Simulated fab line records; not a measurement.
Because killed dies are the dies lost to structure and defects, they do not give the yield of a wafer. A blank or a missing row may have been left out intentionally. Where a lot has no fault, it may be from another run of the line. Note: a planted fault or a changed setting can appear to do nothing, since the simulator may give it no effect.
fab line records	flow nand_harc
[record] lots = 7	wafers = 20	last_day = 33
route steps=1302 shown A_BONDPAD@1208 END@1302
lots untouched by any fault: they come from a run of this same line in which no faults occurred
start_h: hours from the record's first day to the start of the lot's first wafer shown	wait_h: hours elapsed since this lot's preceding step	" repeats the value in the row above	L1.1+2: a row that stands for several wafers	- no value present, or no start provided	* or withheld: withheld	< > ~ a bound
route shown NAME@n: names a module that has steps shown in the file, with the first one's number in the route	usual: mean/standard deviation of fault-free wafers	same: alike in all rows	chamber/n: place in a boat	sites: the reading at each site	_std_site: standard deviation of those values	_edge_site: inner sites' mean taken away from outer sites' mean	radius_mm: for every site, how far away it sits from the centre of the wafer	mask NAME#n: copy n	behind: the tool/chamber that last shaped the wafer	hold: the reason the lot was held/the length of the hold in hours/how it ended	device: transistor that didn't switch, given as n, p or np	end of line: the route-end tests of the same wafers	a step without rows: its recipe alone	killed: at the first sort, the dies lost to defects and structure; wafer yield is something else	map: a wafer's dies, marking killed ones x, the rest . and places with no die _
set.NAME: the run value of the setting; set.NAME@STEP: its run value at that earlier step	model.NAME: the simulator's own value behind a step, which no gauge read
lots at some steps of the route; a table a step, a row a wafer
services: from which hour (start_h, from the record's first day; less than 0 if before it) a tool's chamber was out of use, for how many hours, and why
[[steps]]
[step NHARC_A_BONDPAD_COAT_33]
[recipe] temp_c = 200	time_s = 65
[step NHARC_A_BONDPAD_COAT_03]
[recipe] spin_rpm = 2000	resist_thk_nm = 600
[step NHARC_A_BONDPAD_SOFTBAKE_04]
[recipe] temp_c = 125	time_s = 70
[step NHARC_A_BONDPAD_EBR_05]
[step NHARC_A_BONDPAD_EXPOSE_06]
[recipe] na = 0.55	dose_mj = 36.99	mask_id = A_BPAD
[step NHARC_A_BONDPAD_PEB_07]
[recipe] peb_temp_c = 128	peb_time_s = 80
[step NHARC_A_BONDPAD_DEVELOP_08]
[recipe] time_s = 50	dev_temp_c = 22
[step NHARC_A_BONDPAD_CD_MEAS_09]
[recipe] target_cd_nm = 500	landing_energy_ev = 500
[usual] cd_nm = 498.9/2.3
lot.wafer	tool	chamber	start_h	wait_h	cd_nm
L895.1	cd_sem-03	0	651.58	-	503.2
L895.3	"	0	"	"	501.8
L895.4	"	0	"	"	498.6
L897.2	cd_sem-01	0	652.69	-	502.4
L897.3	"	0	"	"	500.9
L897.5	"	0	"	"	498.6
L902.3	cd_sem-01	0	702.71	-	502.9
L902.6	"	0	"	"	500.3
L903.3	cd_sem-02	0	707.32	-	500.6
L903.5	"	0	"	"	499.6
L903.6	"	0	"	"	502.9
L905.3	cd_sem-01	0	731.54	-	495.1
L905.5	"	0	"	"	498.2
L905.6	"	0	"	"	494.6
L904.1	cd_sem-02	0	732.86	-	498.2
L904.2	"	0	"	"	498.8
L904.5	"	0	"	"	499.4
L906.1	cd_sem-03	0	747.93	-	498.7
L906.4	"	0	"	"	500.7
L906.5	"	0	"	"	500.6
[step NHARC_A_BONDPAD_OVL_MEAS_35]
[usual] overlay_x_nm = 1/6.3	overlay_y_nm = -1/7.9
lot.wafer	tool	chamber	start_h	wait_h	overlay_x_nm	overlay_y_nm
L895.1	overlay-02	-	651.66	-	-6	8
L895.3	"	-	"	"	-7	8
L895.4	"	-	"	"	-6	8
L897.2	overlay-02	-	652.77	-	-4	-13
L897.3	"	-	"	"	-4	-13
L897.5	"	-	"	"	-4	-13
L902.3	overlay-02	-	702.80	-	-2	-15
L902.6	"	-	"	"	-2	-16
L903.3	overlay-02	-	707.40	-	-5	-14
L903.5	"	-	"	"	-5	-15
L903.6	"	-	"	"	-5	-14
L905.3	overlay-01	-	731.63	-	-2	-5
L905.5	"	-	"	"	-3	-5
L905.6	"	-	"	"	-3	-5
L904.1	overlay-02	-	732.95	-	0	9
L904.2	"	-	"	"	-1	8
L904.5	"	-	"	"	-1	9
L906.1	overlay-02	-	748.01	-	14	6
L906.4	"	-	"	"	14	6
L906.5	"	-	"	"	14	6
[step NHARC_A_BONDPAD_HARDBAKE_10]
[recipe] temp_c = 118	time_s = 65
[step NHARC_A_BONDPAD_DESCUM_11]
[recipe] time_s = 3	o2_flow_sccm = 200	ar_flow_sccm = 0	bias_power_w = 0	chemistry = O2
[usual] drypump_motor_current_A = 5.8/0.46	oes_product_au = 1.000/0.013	rf_vpp_V = 57.9/0.88	showerhead_plenum_p_Torr = 1.95/0.06	throttle_valve_pct = 11.312/0.0093
lot.wafer	tool	chamber	start_h	wait_h	drypump_motor_current_A	oes_product_au	rf_hours_counter_h	rf_vpp_V	showerhead_plenum_p_Torr	throttle_valve_pct
L895.4	rie_diel-03	3	651.80	-	6.5	1.012	0	59.2	2.06	11.315
L895.3	"	0	"	"	5.3	0.971	0	57.5	1.96	11.311
L895.1	"	1	"	"	6.0	0.997	0	58.3	1.91	11.303
L897.3	rie_diel-03	2	652.91	-	5.3	0.972	1	57.8	1.93	11.306
L897.2	"	0	"	"	5.3	0.977	0	58.1	1.96	11.299
L897.5	"	2	"	"	5.3	0.982	-	56.8	1.93	11.313
L902.3	rie_diel-03	1	702.92	-	6.0	1.009	3	57.4	1.91	11.322
L902.6	"	2	"	"	5.3	0.978	-	57.6	1.93	11.317
L903.3	rie_diel-03	2	707.54	-	5.3	0.985	3	59.4	1.93	11.319
L903.6	"	0	"	"	5.3	0.975	-	59.8	1.96	11.308
L903.5	"	1	"	"	6.0	1.006	-	57.7	1.91	11.299
L905.3	rie_diel-11	2	731.77	-	5.4	0.991	23	59.2	1.94	11.308
L905.5	"	0	"	"	5.8	1.007	-	56.7	1.86	11.307
L905.6	"	1	"	"	6.0	0.987	-	55.6	1.93	11.311
L904.1	rie_diel-03	3	733.07	-	6.5	0.997	3	57.1	2.06	11.327
L904.2	"	2	"	"	5.3	0.996	4	56.7	1.93	11.321
L904.5	"	3	"	"	6.5	0.988	-	57.3	2.06	11.308
L906.4	rie_diel-11	0	748.14	-	5.8	0.999	22	56.5	1.86	11.314
L906.1	"	3	"	"	6.2	1.014	23	57.9	2.00	11.306
L906.5	"	1	"	"	6.0	0.979	-	57.2	1.93	11.301
[step NHARC_A_BONDPAD_ETCH_34]
[recipe] target_depth_a = 600	overetch_a = 180	time_s = 65.91	ion_energy_ev = 200	n2_flow_sccm = 150	h2_flow_sccm = 150	ar_flow_sccm = 0	rf_w = 400	bias_w = 150	chemistry = N2/H2
[usual] bias_w = 150.0/0.43	drypump_motor_current_A = 5.8/0.45	oes_product_au = 1.002/0.013	rf_vpp_V = 431.8/2	run_length_s = 87.0/0.36	showerhead_plenum_p_Torr = 2.08/0.067	throttle_valve_pct = 14.172/0.0093
lot.wafer	tool	chamber	start_h	wait_h	bias_w	drypump_motor_current_A	oes_product_au	rf_hours_counter_h	rf_vpp_V	run_length_s	showerhead_plenum_p_Torr	throttle_valve_pct
L895.4	rie_diel-03	2	651.87	0.1	150.2	5.3	0.980	0	432.9	87.0	2.06	14.167
L895.1	"	3	"	"	150.3	6.5	1.016	0	435.9	86.5	2.20	14.178
L895.3	"	0	"	"	150.8	5.3	0.979	0	432.3	86.7	2.09	14.167
L897.2	rie_diel-03	3	652.98	0.1	149.3	6.5	1.013	0	433.8	86.9	2.20	14.179
L897.3	"	2	"	"	150.4	5.3	0.987	1	431.2	87.2	2.06	14.166
L897.5	"	0	"	"	149.6	5.3	0.982	-	432.6	86.7	2.09	14.175
L902.3	rie_diel-03	2	703.01	0.1	150.4	5.3	0.997	3	430.9	86.9	2.06	14.170
L902.6	"	2	"	"	150.5	5.3	0.997	-	430.9	87.0	2.06	14.172
L903.3	rie_diel-03	2	707.63	0.1	149.9	5.3	1.008	3	431.4	86.9	2.06	14.178
L903.5	"	3	"	"	150.0	6.5	1.025	-	434.4	87.1	2.20	14.171
L903.6	"	0	"	"	149.2	5.3	0.985	-	432.4	86.8	2.09	14.170
L905.3	rie_diel-11	0	731.86	0.1	149.6	5.8	1.015	20	430.4	87.3	1.98	14.166
L905.6	"	1	"	"	149.9	6.0	0.995	-	429.9	87.2	2.06	14.169
L905.5	"	2	"	"	150.4	5.3	0.992	-	431.7	87.0	2.07	14.159
L904.2	rie_diel-03	0	733.16	0.1	149.7	5.3	0.991	2	431.0	86.7	2.09	14.178
L904.1	"	2	"	"	150.1	5.3	0.987	4	431.9	87.0	2.06	14.172
L904.5	"	1	"	"	150.0	6.0	1.014	-	430.8	87.2	2.03	14.173
L906.4	rie_diel-11	1	748.24	0.1	149.5	6.0	0.990	22	432.9	87.4	2.06	14.174
L906.1	"	2	"	"	150.5	5.4	0.992	26	433.1	86.9	2.07	14.168
L906.5	"	0	"	"	150.0	5.8	1.006	-	429.0	87.5	1.98	14.170
[step NHARC_A_BONDPAD_ETCH_12]
[recipe] target_depth_a = 2200	time_s = 110	chf3_flow_sccm = 50	o2_flow_sccm = 10	ar_flow_sccm = 200	rf_w = 500	bias_w = 200	chemistry = CHF3/O2
[usual] bias_w = 200.0/0.57	drypump_motor_current_A = 5.8/0.45	oes_product_au = 0.950/0.024	rf_vpp_V = 371.5/1.6	run_length_s = 131.2/0.38	showerhead_plenum_p_Torr = 2.45/0.069	throttle_valve_pct = 20.571/0.0088
lot.wafer	tool	chamber	start_h	wait_h	bias_w	drypump_motor_current_A	oes_product_au	rf_hours_counter_h	rf_vpp_V	run_length_s	showerhead_plenum_p_Torr	throttle_valve_pct
L895.4	rie_diel-03	1	651.97	-	200.0	6.0	0.982	1	369.4	131.7	2.40	20.572
L895.1	"	2	"	"	200.0	5.3	0.945	1	370.8	130.7	2.42	20.585
L895.3	"	3	"	"	200.3	6.5	0.971	0	374.4	130.6	2.58	20.568
L897.2	rie_diel-03	1	653.07	-	200.2	6.0	0.978	1	370.2	131.3	2.40	20.578
L897.3	"	0	"	"	200.2	5.3	0.960	0	373.2	131.0	2.46	20.582
L897.5	"	2	"	"	198.8	5.3	0.934	-	371.5	131.0	2.42	20.587
L902.3	rie_diel-03	1	703.11	-	-	6.0	0.960	3	371.2	113.3	2.40	20.569
L902.6	"	0	"	"	199.6	5.3	0.966	-	371.6	131.0	2.46	20.579
L903.3	rie_diel-03	0	707.73	-	-	5.3	0.950	1	371.7	113.2	2.46	20.563
L903.5	"	1	"	"	200.0	6.0	0.969	-	370.6	132.0	2.40	20.558
L903.6	"	2	"	"	199.0	5.3	0.980	-	370.2	131.0	2.42	20.573
L905.3	rie_diel-11	3	731.95	-	200.3	6.2	0.935	21	373.2	131.0	2.50	20.580
L905.5	"	1	"	"	200.5	6.0	0.922	-	371.6	131.9	2.43	20.569
L905.6	"	2	"	"	199.0	5.4	0.915	-	371.6	131.1	2.44	20.571
L904.1	rie_diel-03	3	733.26	-	199.2	6.5	0.957	3	374.1	130.8	2.58	20.580
L904.2	"	1	"	"	-	6.0	0.981	3	370.1	113.5	2.40	20.572
L904.5	"	2	"	"	200.3	5.3	0.968	-	371.9	130.9	2.42	20.562
L906.4	rie_diel-11	3	748.33	-	199.8	6.2	0.931	23	373.9	130.8	2.50	20.565
L906.1	"	0	"	"	200.1	5.8	0.931	23	368.8	131.5	2.34	20.579
L906.5	"	1	"	"	199.6	6.0	0.907	-	370.3	131.7	2.43	20.579
[step NHARC_A_BONDPAD_CD_MEAS_13]
[usual] cd_nm = 498.0/2.5
lot.wafer	tool	chamber	start_h	wait_h	cd_nm
L895.1	cd_sem-02	-	652.10	-	501.9
L895.3	"	-	"	"	499.9
L895.4	"	-	"	"	498.5
L897.2	cd_sem-02	-	653.22	-	502.8
L897.3	"	-	"	"	499.5
L897.5	"	-	"	"	497.2
L902.3	cd_sem-01	-	703.24	-	501.4
L902.6	"	-	"	"	498.4
L903.3	cd_sem-01	-	707.85	-	498.8
L903.5	"	-	"	"	498.9
L903.6	"	-	"	"	502.5
L905.3	cd_sem-01	-	732.07	-	492.7
L905.5	"	-	"	"	497.2
L905.6	"	-	"	"	494.6
L904.1	cd_sem-01	-	733.39	-	497.4
L904.2	"	-	"	"	498.5
L904.5	"	-	"	"	499.6
L906.1	cd_sem-02	-	748.45	-	498.9
L906.4	"	-	"	"	501.3
L906.5	"	-	"	"	499.3
[step NHARC_END_SORT_01]
[recipe] temp_c = 25
[usual] defect_limited_yield = 90/3.8	killed_at_array = 61/26	killed_at_other = 0.8/1.1	killed_at_periphery = 4.0/2.6	killed_dies = 66/26	killed_open = 3.1/1.7	killed_short = 2.5/1.5
[same] gross_dies = 677
lot.wafer	tool	chamber	start_h	wait_h	defect_limited_yield[%]	killed_at_array	killed_at_other	killed_at_periphery	killed_dies	killed_open	killed_short
L902.3	prober-01	0	740.23	3.1	0	665	0	12	677	5	0
L903.3	prober-02	0	740.26	3.1	0	667	1	9	677	6	0
L904.2	prober-01	0	771.65	2.8	0	672	0	5	677	3	3
// killed by level:class
L902.3 A_BONDPAD:area_etch=611 A_CHANNEL_HOLE_D2:chamber_film_flake=23 P_CONTACT:chamber_film_flake=9 A_CHANNEL_HOLE_D1:chamber_film_flake=9 A_CONTACT:chamber_film_flake=8 A_SLIT:chamber_film_flake=5 A_ZERO_WELL:chamber_film_flake=3 A_ONON_D1:geometric_particle:open=1
L903.3 A_BONDPAD:area_etch=634 A_CONTACT:chamber_film_flake=13 A_CHANNEL_HOLE_D1:chamber_film_flake=8 A_SLIT:chamber_film_flake=7 P_CONTACT:chamber_film_flake=4 P_M0:geometric_particle:open=2 P_STI:geometric_particle:open=1 P_CONTACT:geometric_particle:open=1
L904.2 A_BONDPAD:area_etch=640 A_CHANNEL_HOLE_D1:chamber_film_flake=17 A_SLIT:chamber_film_flake=4 P_GATE:geometric_particle:short=2 A_M0:geometric_particle:open=2 P_ZERO_WELL:chamber_film_flake=2 A_STAIRCASE:chamber_film_flake=2 A_SOURCE_PLATE:geometric_particle:short=1
// map L902.3 (x killed, . not)
____________x____________
_________xxxxxxx_________
_______xxxxxxxxxxx_______
______xxxxxxxxxxxxx______
_____xxxxxxxxxxxxxxx_____
____xxxxxxxxxxxxxxxxx____
____xxxxxxxxxxxxxxxxx____
___xxxxxxxxxxxxxxxxxxx___
___xxxxxxxxxxxxxxxxxxx___
__xxxxxxxxxxxxxxxxxxxxx__
__xxxxxxxxxxxxxxxxxxxxx__
_xxxxxxxxxxxxxxxxxxxxxxx_
_xxxxxxxxxxxxxxxxxxxxxxx_
_xxxxxxxxxxxxxxxxxxxxxxx_
_xxxxxxxxxxxxxxxxxxxxxxx_
_xxxxxxxxxxxxxxxxxxxxxxx_
xxxxxxxxxxxxxxxxxxxxxxxxx
xxxxxxxxxxxxxxxxxxxxxxxxx
xxxxxxxxxxxxxxxxxxxxxxxxx
xxxxxxxxxxxxxxxxxxxxxxxxx
xxxxxxxxxxxxxxxxxxxxxxxxx
_xxxxxxxxxxxxxxxxxxxxxxx_
_xxxxxxxxxxxxxxxxxxxxxxx_
_xxxxxxxxxxxxxxxxxxxxxxx_
_xxxxxxxxxxxxxxxxxxxxxxx_
_xxxxxxxxxxxxxxxxxxxxxxx_
__xxxxxxxxxxxxxxxxxxxxx__
__xxxxxxxxxxxxxxxxxxxxx__
___xxxxxxxxxxxxxxxxxxx___
___xxxxxxxxxxxxxxxxxxx___
____xxxxxxxxxxxxxxxxx____
____xxxxxxxxxxxxxxxxx____
_____xxxxxxxxxxxxxxx_____
______xxxxxxxxxxxxx______
_______xxxxxxxxxxx_______
_________xxxxxxx_________
____________x____________
// map L903.3 (x killed, . not)
____________x____________
_________xxxxxxx_________
_______xxxxxxxxxxx_______
______xxxxxxxxxxxxx______
_____xxxxxxxxxxxxxxx_____
____xxxxxxxxxxxxxxxxx____
____xxxxxxxxxxxxxxxxx____
___xxxxxxxxxxxxxxxxxxx___
___xxxxxxxxxxxxxxxxxxx___
__xxxxxxxxxxxxxxxxxxxxx__
__xxxxxxxxxxxxxxxxxxxxx__
_xxxxxxxxxxxxxxxxxxxxxxx_
_xxxxxxxxxxxxxxxxxxxxxxx_
_xxxxxxxxxxxxxxxxxxxxxxx_
_xxxxxxxxxxxxxxxxxxxxxxx_
_xxxxxxxxxxxxxxxxxxxxxxx_
xxxxxxxxxxxxxxxxxxxxxxxxx
xxxxxxxxxxxxxxxxxxxxxxxxx
xxxxxxxxxxxxxxxxxxxxxxxxx
xxxxxxxxxxxxxxxxxxxxxxxxx
xxxxxxxxxxxxxxxxxxxxxxxxx
_xxxxxxxxxxxxxxxxxxxxxxx_
_xxxxxxxxxxxxxxxxxxxxxxx_
_xxxxxxxxxxxxxxxxxxxxxxx_
_xxxxxxxxxxxxxxxxxxxxxxx_
_xxxxxxxxxxxxxxxxxxxxxxx_
__xxxxxxxxxxxxxxxxxxxxx__
__xxxxxxxxxxxxxxxxxxxxx__
___xxxxxxxxxxxxxxxxxxx___
___xxxxxxxxxxxxxxxxxxx___
____xxxxxxxxxxxxxxxxx____
____xxxxxxxxxxxxxxxxx____
_____xxxxxxxxxxxxxxx_____
______xxxxxxxxxxxxx______
_______xxxxxxxxxxx_______
_________xxxxxxx_________
____________x____________
[[services]]
tool	chamber	start_h	hours	kind
rie_diel-03	-	635.30	9.0	pm
rie_diel-03	0	635.30	9.0	vent_cycle
rie_diel-03	1	635.30	9.0	vent_cycle
rie_diel-03	2	635.30	9.0	vent_cycle
rie_diel-03	3	635.30	9.0	vent_cycle
rie_diel-03	0	644.30	-	clean
rie_diel-03	1	644.30	-	clean
rie_diel-03	2	644.30	-	clean
rie_diel-03	3	644.30	-	clean
rie_diel-03	0	668.80	-	clean
rie_diel-03	1	668.80	-	clean
rie_diel-03	2	668.80	-	clean
rie_diel-03	3	668.80	-	clean
rie_diel-03	0	674.07	8.6	repair
rie_diel-11	3	677.12	8.5	repair
rie_diel-03	-	684.37	0.5	repair
rie_diel-03	0	693.30	-	clean
rie_diel-03	1	693.30	-	clean
rie_diel-03	2	693.30	-	clean
rie_diel-03	3	693.30	-	clean
rie_diel-03	0	717.80	-	clean
rie_diel-03	1	717.80	-	clean
rie_diel-03	2	734.55	3.9	repair
rie_diel-03	3	743.61	6.1	repair
[[key]]
[first_sign] step = NHARC_A_BONDPAD_ETCH_12	reading = run_length_s	direction = down	sigmas = 47	usual = *	struck = *
[effect] step = NHARC_END_SORT_01	reading = killed_at_array	direction = up	sigmas = 24	usual = 61	struck = 668
[more_kills_born_at] NHARC_A_BONDPAD_ETCH_12@rie_diel-03 = 1885
met_at NHARC_A_BONDPAD_ETCH_12
struck_wafers L902.3,L903.3,L904.2
later_rows_left_out L902.3,L903.3,L904.2
onset_between 653.07 703.11
[fault] kind = process_parameter_drift	tool = rie_diel-03	chamber = -	onset_h = 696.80	steps = NHARC_A_BONDPAD_ETCH_12	channel = time_s	offset = *	shape = step	end_h = 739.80	scope = struck_wafers_only	acts_in = *	stated = *
// later_rows_left_out: the simulator's readings of these wafers behind a module that went badly wrong aren't trusted and aren't shown, but for the sort
